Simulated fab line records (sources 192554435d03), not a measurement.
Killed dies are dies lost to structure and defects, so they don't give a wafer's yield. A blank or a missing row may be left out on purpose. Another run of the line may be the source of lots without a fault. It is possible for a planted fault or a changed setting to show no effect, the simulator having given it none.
Split-lot trial :: flow n5_finfet :: on a route of 1938 steps: 7 lots, 21 wafers read

== SPLIT DETAILS ==
At N5_BEOL_M1_TRENCH_ETCH_37 (etches SiOC in C4F6/O2, target depth 55.207 nm, time 29 s), the setting time_s was moved away from the recipe's 29 s on 10 of the 21 wafers read, by -20.2% to +14.9%. For the rest of the wafers, this setting stayed at what the recipe calls for.

== FROM THE SPLIT TO THE READING: what the file shows between them, 2 steps ==
- N5_BEOL_M1_ETCH_41: etches SiCN in CH3F/O2, target depth 31.9 nm, time 57.8 s
- N5_BEOL_M1_STRIP_97: strips in N2/H2, time 10 s

== THE READING ==
trench_depth_nm, in nm, at N5_BEOL_M1_OCD_MEAS_38. Typical for fault-free wafers on this fab line: 55.6 nm, with standard deviation 1.1 nm.

wafer: L077.1
tool, chamber at the split: rie_diel-04, 3
time_s as run, s: 29
against the recipe: recipe
trench_depth_nm, nm: 54.4
against lot-mates on the recipe: -

wafer: L077.2
tool, chamber at the split: rie_diel-04, 2
time_s as run, s: 25.29
against the recipe: -12.8%
trench_depth_nm, nm: 47.8
against lot-mates on the recipe: -6.6

wafer: L077.6
tool, chamber at the split: rie_diel-04, 1
time_s as run, s: 25.29
against the recipe: -12.8%
trench_depth_nm, nm: 47.4
against lot-mates on the recipe: -7.0

wafer: L081.2
tool, chamber at the split: rie_diel-01, 3
time_s as run, s: 29
against the recipe: recipe
trench_depth_nm, nm: 54.4
against lot-mates on the recipe: -

wafer: L081.4
tool, chamber at the split: rie_diel-01, 1
time_s as run, s: 33.1
against the recipe: +14.1%
trench_depth_nm, nm: 65.1
against lot-mates on the recipe: +10.7

wafer: L081.5
tool, chamber at the split: rie_diel-01, 2
time_s as run, s: 33.1
against the recipe: +14.1%
trench_depth_nm, nm: 64.5
against lot-mates on the recipe: +10.1

wafer: L083.4
tool, chamber at the split: rie_diel-04, 3
time_s as run, s: 29
against the recipe: recipe
trench_depth_nm, nm: 54.4
against lot-mates on the recipe: -

wafer: L083.5
tool, chamber at the split: rie_diel-04, 1
time_s as run, s: 29
against the recipe: recipe
trench_depth_nm, nm: 54.2
against lot-mates on the recipe: -

wafer: L083.6
tool, chamber at the split: rie_diel-04, 0
time_s as run, s: 29
against the recipe: recipe
trench_depth_nm, nm: 54.5
against lot-mates on the recipe: -

wafer: L084.1
tool, chamber at the split: rie_diel-05, 1
time_s as run, s: 29
against the recipe: recipe
trench_depth_nm, nm: 54.9
against lot-mates on the recipe: -

wafer: L084.4
tool, chamber at the split: rie_diel-05, 3
time_s as run, s: 29
against the recipe: recipe
trench_depth_nm, nm: 55.1
against lot-mates on the recipe: -

wafer: L084.6
tool, chamber at the split: rie_diel-05, 2
time_s as run, s: 23.15
against the recipe: -20.2%
trench_depth_nm, nm: 44.6
against lot-mates on the recipe: -10.4

wafer: L088.1
tool, chamber at the split: rie_diel-01, 1
time_s as run, s: 25.69
against the recipe: -11.4%
trench_depth_nm, nm: 50.8
against lot-mates on the recipe: -6.1

wafer: L088.2
tool, chamber at the split: rie_diel-01, 2
time_s as run, s: 29
against the recipe: recipe
trench_depth_nm, nm: 56.6
against lot-mates on the recipe: -

wafer: L088.5
tool, chamber at the split: rie_diel-01, 1
time_s as run, s: 29
against the recipe: recipe
trench_depth_nm, nm: 57.1
against lot-mates on the recipe: -

wafer: L090.2
tool, chamber at the split: rie_diel-05, 2
time_s as run, s: 33.33
against the recipe: +14.9%
trench_depth_nm, nm: 63.7
against lot-mates on the recipe: +7.9

wafer: L090.3
tool, chamber at the split: rie_diel-05, 3
time_s as run, s: 33.33
against the recipe: +14.9%
trench_depth_nm, nm: 63.9
against lot-mates on the recipe: +8.1

wafer: L090.6
tool, chamber at the split: rie_diel-05, 3
time_s as run, s: 29
against the recipe: recipe
trench_depth_nm, nm: 55.8
against lot-mates on the recipe: -

wafer: L092.1
tool, chamber at the split: rie_diel-01, 0
time_s as run, s: 23.46
against the recipe: -19.1%
trench_depth_nm, nm: 46.3
against lot-mates on the recipe: -10.4

wafer: L092.4
tool, chamber at the split: rie_diel-01, 3
time_s as run, s: 23.46
against the recipe: -19.1%
trench_depth_nm, nm: 44.7
against lot-mates on the recipe: -12.0

wafer: L092.5
tool, chamber at the split: rie_diel-01, 1
time_s as run, s: 29
against the recipe: recipe
trench_depth_nm, nm: 56.7
against lot-mates on the recipe: -

FIT RESULTS
A straight line over all 21 wafers: trench_depth_nm changes by +0.563 nm for each +1% of time_s; r = +0.99; the points scatter about the line by 1.1 nm.
The same after taking each lot's own level away (the mean of its wafers on the recipe; 21 wafers): +0.584 nm for each +1%; r = +0.99; scatter 0.84 nm.
The reading moves by 12 nm for the largest change in time_s, on that fit.
From 54.37 to 56.85 nm: that is the span of the lots' own levels, equal to 2.3 times the standard deviation above.
Hence the lot-to-lot level has little effect on the slope; both slopes agree.
Check: for one of the wafers moved furthest among these (-20.2%), held out of the fit, the line's prediction against its lot-mates is -11.7 nm. It came out at -10.4 nm against them.

== THE WHOLE CHAIN: every reading that the file lists as answering this split, in the file's order ==
step: N5_BEOL_M1_TRENCH_ETCH_37
what it does: etches SiOC in C4F6/O2, target depth 55.207 nm, time 29 s
reading: etch.depth_nm (the simulator's own value, which no gauge read)
change (the file's fit): +0.579 nm for each +1% of the setting
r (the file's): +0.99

step: N5_BEOL_M1_TRENCH_ETCH_37
what it does: etches SiOC in C4F6/O2, target depth 55.207 nm, time 29 s
reading: BEOL_M1.feature_depth_nm (the simulator's own value, which no gauge read)
change (the file's fit): +0.582 nm for each +1% of the setting
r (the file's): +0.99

step: N5_BEOL_M1_TRENCH_ETCH_37
what it does: etches SiOC in C4F6/O2, target depth 55.207 nm, time 29 s
reading: TiN_of_BEOL_M1_HM_DEP_02.thk_nm (the simulator's own value, which no gauge read)
change (the file's fit): -0.0314 nm for each +1% of the setting
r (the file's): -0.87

step: N5_BEOL_M1_OCD_MEAS_38
what it does: 
reading: trench_depth_nm
change (the file's fit): +0.569 nm for each +1% of the setting
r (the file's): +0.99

== FILE'S OWN FIT ==
trench_depth_nm changes by +0.569 nm for each +1% of time_s, r = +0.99.
